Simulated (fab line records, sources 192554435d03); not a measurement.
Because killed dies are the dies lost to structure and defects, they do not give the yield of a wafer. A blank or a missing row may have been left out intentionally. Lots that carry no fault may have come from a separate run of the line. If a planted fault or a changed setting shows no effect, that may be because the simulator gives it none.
The tool behind it: which one? :: flow n5_finfet :: route of 1938 steps, sampled at 1 step: 24 lots, 72 wafers

## WHAT THE GAUGES SHOWED, per wafer
N5_BEOL_M2_CD_MEAS_35: target cd 18 nm, target cd y 22.2 nm. Usual: cd_nm reads 18.0 nm (standard deviation 0.39).
lot: L074
measured: day 6 16:06
on: cd_sem-01
cd_nm (nm): 18.5 17.7 18.6
flag: 

lot: L075
measured: day 7 09:14
on: cd_sem-03
cd_nm (nm): 18.1 18.2 18.2
flag: 

lot: L077
measured: day 7 15:35
on: cd_sem-01
cd_nm (nm): 17.6 18.4 18.1
flag: 

lot: L076
measured: day 7 19:13
on: cd_sem-02
cd_nm (nm): 17.3 17.9 17.8
flag: 

lot: L078
measured: day 7 21:08
on: cd_sem-03
cd_nm (nm): 17.8 17.7 17.9
flag: 

lot: L079
measured: day 8 01:59
on: cd_sem-02
cd_nm (nm): 18.2 17.9 17.6
flag: 

lot: L081
measured: day 8 06:31
on: cd_sem-01
cd_nm (nm): 18.2 18.0 18.6
flag: 

lot: L080
measured: day 8 13:59
on: cd_sem-03
cd_nm (nm): 18.5 18.1 18.1
flag: 

lot: L082
measured: day 8 20:56
on: cd_sem-03
cd_nm (nm): 18.0 17.9 18.0
flag: 

lot: L083
measured: day 8 23:41
on: cd_sem-03
cd_nm (nm): 18.0 18.0 18.3
flag: 

lot: L084
measured: day 9 10:47
on: cd_sem-02
cd_nm (nm): 17.4 19.1 18.3
flag: 

lot: L085
measured: day 9 17:55
on: cd_sem-01
cd_nm (nm): 17.7 18.2 17.6
flag: 

lot: L086
measured: day 9 21:14
on: cd_sem-03
cd_nm (nm): 17.6 18.1 18.2
flag: 

lot: L088
measured: day 10 01:01
on: cd_sem-03
cd_nm (nm): 17.8 17.4 17.9
flag: 

lot: L087
measured: day 10 11:45
on: cd_sem-02
cd_nm (nm): 18.8 18.2 18.7
flag: 

lot: L089
measured: day 10 13:05
on: cd_sem-02
cd_nm (nm): 17.9 18.3 18.0
flag: 

lot: L090
measured: day 10 17:44
on: cd_sem-01
cd_nm (nm): 18.1 18.1 17.4
flag: 

lot: L091
measured: day 11 01:16
on: cd_sem-01
cd_nm (nm): 18.7 18.0 17.6
flag: 

lot: L092
measured: day 11 13:21
on: cd_sem-03
cd_nm (nm): 18.0 18.4 18.1
flag: 

lot: L093
measured: day 11 13:29
on: cd_sem-01
cd_nm (nm): 17.9 18.4 17.9
flag: 

lot: L094
measured: day 11 17:26
on: cd_sem-03
cd_nm (nm): 17.7 18.4 17.7
flag: 

lot: L095
measured: day 11 20:01
on: cd_sem-03
cd_nm (nm): 18.1 18.2 17.8
flag: 

lot: L096
measured: day 12 06:17
on: cd_sem-02
cd_nm (nm): 17.2 17.4 17.1
flag: 

lot: L097
measured: day 12 11:25
on: cd_sem-02
cd_nm (nm): 17.8 18.1 17.4
flag: 

## WHAT TOOL EACH LOT RAN ON (gives the tool, then ch and the chambers of the sampled wafers, and finally the start)
The record shows no process step preceding these readings.

## WHAT THE TOOLS THEMSELVES READ (means of the sampled wafers that have a number; where no wafer has one, the mark that the record gives instead)
The record holds no such reading with a usual standard deviation.

## THE ANSWER, worked out from the rows above alone
Rule: a lot is off if the mean of its wafers that have a number lies more than 3 standard deviations from the usual mean. A lot without any number at a reading at which 4 lots or more have one is off too. Any other lot the step has rows for is counted as sound. The gauges are gone through in route order, then the tools' own readings, and for those a lot's mean is taken as printed above. At the first step where some lot is off, the reading lying furthest off is the one used; lots without a number count as furthest.
No lot is off at any reading shown: from this, nothing can be told.

## WHAT THE SIMULATOR HAD PUT IN
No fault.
